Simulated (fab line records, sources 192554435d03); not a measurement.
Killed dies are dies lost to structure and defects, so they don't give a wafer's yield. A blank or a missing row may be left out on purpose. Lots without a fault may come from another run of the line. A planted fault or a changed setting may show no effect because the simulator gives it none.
One fault seen from 3 desks | flow n5_finfet | each desk has only its own numbers; what lay behind them comes last

THE TOOL OWNER'S DESK: rie_diel-02
The tool's own readings at N5_FIN_CUT_CUT_ETCH_26 (etches SiNx in CH3F/O2, target depth 39 nm, time 55.7 s): means of the sampled wafers that have a number, for each lot that ran on this tool. A lot is out of limits, marked OUT, if its mean lies more than 4 standard deviations from the usual mean; the brackets give that distance.
Columns: A = drypump_motor_current_A at N5_FIN_CUT_CUT_ETCH_26, usual 5.9 A; B = oes_product_au at N5_FIN_CUT_CUT_ETCH_26, usual 0.76 a.u.; C = rf_vpp_V at N5_FIN_CUT_CUT_ETCH_26, usual 295 V; D = run_length_s at N5_FIN_CUT_CUT_ETCH_26, usual 79.0 s; E = showerhead_plenum_p_Torr at N5_FIN_CUT_CUT_ETCH_26, usual 1.98 Torr; F = throttle_valve_pct at N5_FIN_CUT_CUT_ETCH_26, usual 16.42 %
lot  | first seen here | A   | B    | C   | D    | E    | F
L930 | day 3 10:14     | 6.5 | 0.82 | 294 | 78.7 | 2.02 | 16.57
L933 | day 4 07:13     | 5.8 | 0.80 | 292 | 77.2 | 1.96 | 16.45
L934 | day 4 10:09     | 5.7 | 0.71 | 296 | 77.2 | 1.94 | 16.53
This desk's finding: nothing out of limits on any of the 3 lots.

THE METROLOGY DESK
What the gauges read, lot by lot, whatever tool the lot ran on: means of the sampled wafers that have a number. A lot is out of limits, marked OUT, if its mean lies more than 4 standard deviations from the usual mean; the brackets give that distance. Of its 12 readings 7 are shown: those that lie furthest out on some lot.
Columns: A = DIBL_P at N5_BEOL_M4_RC_MEAS_101, usual 36.0 mV/V; B = IOFF_N at N5_BEOL_M4_RC_MEAS_101, usual 0.156 nA/um; C = IOFF_P at N5_BEOL_M4_RC_MEAS_101, usual 0.21 nA/um; D = ION_N at N5_BEOL_M4_RC_MEAS_101, usual 673 uA/um; E = ION_P at N5_BEOL_M4_RC_MEAS_101, usual 463 uA/um; F = VT_N at N5_BEOL_M4_RC_MEAS_101, usual 250 mV; G = VT_P at N5_BEOL_M4_RC_MEAS_101, usual -250 mV
lot  | first seen here | A    | B     | C    | D   | E   | F   | G
L930 | day 3 09:40     | 36.0 | 0.146 | 0.22 | 669 | 461 | 250 | -249
L933 | day 4 06:09     | 35.5 | 0.164 | 0.21 | 678 | 470 | 250 | -249
L934 | day 4 09:36     | 36.4 | 0.161 | 0.20 | 678 | 464 | 250 | -254
L942 | day 6 10:23     | 37.1 | 0.170 | 0.23 | 689 | 471 | 248 | -247
L947 | day 7 14:38     | 33.5 | 0.120 | 0.15 | 654 | 450 | 255 | -257
L948 | day 7 21:46     | 38.6 | 0.190 | 0.23 | 697 | 472 | 247 | -249
This desk's finding: nothing out of limits on any of the 6 lots.

THE DEFECT DESK
What the inspections along the route counted, lot by lot: means of the sampled wafers that have a number. A lot is out of limits, marked OUT, if its mean lies more than 4 standard deviations from the usual mean; the brackets give that distance.
Columns: A = raw_defect_count at N5_FIN_CUT_INSPECT_10, usual 41
lot  | first seen here | A
L930 | day 3 09:46     | 41
L933 | day 4 06:14     | 32
L934 | day 4 09:41     | 41
L942 | day 6 10:29     | 40
L947 | day 7 14:43     | 40
L948 | day 7 21:51     | 28
This desk's finding: nothing out of limits on any of the 6 lots.

PUT TOGETHER
The tool owner's desk saw nothing out of limits.
The metrology desk saw nothing out of limits.
The defect desk saw nothing out of limits.

WHAT THE SIMULATOR HAD PUT IN
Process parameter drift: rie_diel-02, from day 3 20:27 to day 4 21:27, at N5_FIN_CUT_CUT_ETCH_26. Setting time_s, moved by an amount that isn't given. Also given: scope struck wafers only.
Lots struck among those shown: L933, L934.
